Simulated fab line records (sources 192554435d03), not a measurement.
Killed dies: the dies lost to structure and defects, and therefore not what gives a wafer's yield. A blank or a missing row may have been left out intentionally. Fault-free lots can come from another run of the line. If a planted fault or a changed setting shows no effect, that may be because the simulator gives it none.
A struck lot beside a sound one    flow n5 finfet    37 steps out of a route of 1938
Sound: the wafers L323.1, L323.3, L323.5. Struck: wafer L344.2. (L344.1, L344.3 of the same lot were not struck and are left out.) The cause comes at the end.
Order at every step that has rows: each side's tool, ch and its chambers, its first start. Under that, the readings that differ: sound wafers    struck wafers    difference of the means    sigmas: that difference in standard deviations of wafers without a fault.
alike: readings with means less than 2 such deviations apart, plus words and numbers identical on both sides. not compared: withheld readings, readings lacking a value on some wafer, bounds such as >300 that could conceal the same value, and numbers that have no deviation in the record and whose values overlap.
A row with sigmas, a row that says differs or no value, or rows on one side alone: a step with any of these is where the two part. Numbers that have no deviation but don't overlap get no sigmas and don't part them. Lack of a reading on every wafer of one side parts them only where that side has two or more wafers.

first, 9 steps without rows for these wafers: N5_SD_EPI_N_COAT_33 (time 60 s, resist thk 35 nm); N5_SD_EPI_N_COAT_03 (resist thk 150 nm); N5_SD_EPI_N_EBR_05; N5_SD_EPI_N_SOFTBAKE_04 (time 60 s); N5_SD_EPI_N_EXPOSE_06 (exposes mask SD N BLK, target cd 120 nm); N5_SD_EPI_N_PEB_07 (peb time 60 s); N5_SD_EPI_N_DEVELOP_08 (develop time 30 s); N5_SD_EPI_N_DESCUM_14 (chemistry O2, time 7.9 s); N5_SD_EPI_N_ETCH_34 (etches SiARC in CF4, target depth 45.5 nm, time 75.8 s).
N5_SD_EPI_N_ETCH_35: etches SOC in N2/H2, overetch 108 nm, time 486 s.
  sound on rie diel-01 ch 2,3, day 3 13:29; struck on rie diel-01 ch 2, day 8 19:41
reading                                      sound           struck  difference  sigmas
model.SiARC_of_SD_EPI_N_COAT_33.thk nm (nm)  20.8 20.8 20.6  22      +1          
  alike: chamber pressure mTorr, drypump motor current A, oes product au, rf vpp V, showerhead plenum p Torr, throttle valve pct
  not compared: rf hours counter h
then, 3 steps without rows for these wafers: N5_SD_EPI_N_STRIP_36 (strips in N2/H2); N5_SD_EPI_N_ETCHBACK_44 (etches SiNx in CH3F/O2, stops on SiO2, target depth 14.5 nm); N5_SD_EPI_N_ETCH_45 (etches SiOCN in CH3F/O2, target depth 6 nm).
N5_SD_EPI_N_ETCH_16: etches SiO2 in CHF3/O2, target depth 5 nm.
  sound on rie diel-01 ch 2,3, day 3 14:01; struck on rie diel-01 ch 2, day 8 20:13
reading                                      sound           struck  difference  sigmas
model.SiARC_of_SD_EPI_N_COAT_33.thk nm (nm)  13.6 13.6 13.4  15      +1          
  alike: O2_flow_sccm, chamber pressure mTorr, drypump motor current A, oes_f_703_au, oes product au, rf vpp V, showerhead plenum p Torr, throttle valve pct
  not compared: rf hours counter h
then, 21 steps without rows for these wafers: N5_SD_EPI_N_STRIP_47 (strips in CHF3/O2); N5_SD_EPI_N_SD_RECESS_17 (chemistry HBr/Cl2/O2, target depth 41 nm, time 23.7 s, bt time 3 s); N5_SD_EPI_N_STRIP_38 (strips in N2/H2); N5_SD_EPI_N_WET_ETCH_43 (etches SiO2 in dHF, time 14 s, target depth 1.5 nm); N5_SD_EPI_N_STRIP_18 (strips in SPM, time 750 s); N5_SD_EPI_N_SRD_20 (time 30 s); N5_SD_EPI_N_PRECLEAN_48 (cleans in NF3:NH3, afs cycles 2, time 20 s, sublimation time 60 s); N5_SD_EPI_N_VAPOR_ETCH_50 (etches Si in HCl, time 54 s); N5_SD_EPI_N_EPI_21 (deposits Si:P, time 690 s); N5_SD_EPI_N_PRECLEAN_24 (cleans in O3/DIW, time 60 s); N5_SD_EPI_N_SRD_25 (time 30 s); N5_SD_EPI_N_PRECLEAN_49 (cleans in NF3:NH3, afs cycles 1, time 20 s, sublimation time 60 s); N5_SD_EPI_N_LINER_46 (material SiNx, target thk 3 nm); N5_SD_EPI_P_COAT_34 (time 60 s, resist thk 350 nm); N5_SD_EPI_P_COAT_35 (time 60 s, resist thk 35 nm); N5_SD_EPI_P_COAT_03 (resist thk 150 nm); N5_SD_EPI_P_EBR_05; N5_SD_EPI_P_SOFTBAKE_04 (time 60 s); N5_SD_EPI_P_EXPOSE_06 (exposes mask SD P BLK, target cd 240 nm); N5_SD_EPI_P_PEB_07 (peb time 60 s); N5_SD_EPI_P_DEVELOP_08 (develop time 30 s).
-- a jump in the record: the struck wafers' starts before and after are 9 days apart (it breaks off in module SD_EPI_P and resumes in module BEOL_M4, where the first step shown is number 1111 of the route) --
N5_BEOL_M4_RC_MEAS_101:
  sound on prober-01 ch 0, day 12 02:20; struck on prober-01 ch 0, day 17 09:47
  alike: DIBL_N, DIBL_P, IOFF_N, IOFF_P, ION_N, ION_P, SS_N, SS_P, VT_N, VT_P
-- the record jumps here: 5 days lie between the struck wafers' starts before and after (it left off in module BEOL_M4 and takes up again in module PASSIVATION, whose first step shown is number 1936 of the route) --
N5_PASSIVATION_PROBE_49:
  only the struck wafers here have rows in the record (prober-02, day 22 02:49); the sound ones have none

## WHERE THEY PART
N5_PASSIVATION_PROBE_49 only, going by this record.

WHY: what had been put in by the simulator
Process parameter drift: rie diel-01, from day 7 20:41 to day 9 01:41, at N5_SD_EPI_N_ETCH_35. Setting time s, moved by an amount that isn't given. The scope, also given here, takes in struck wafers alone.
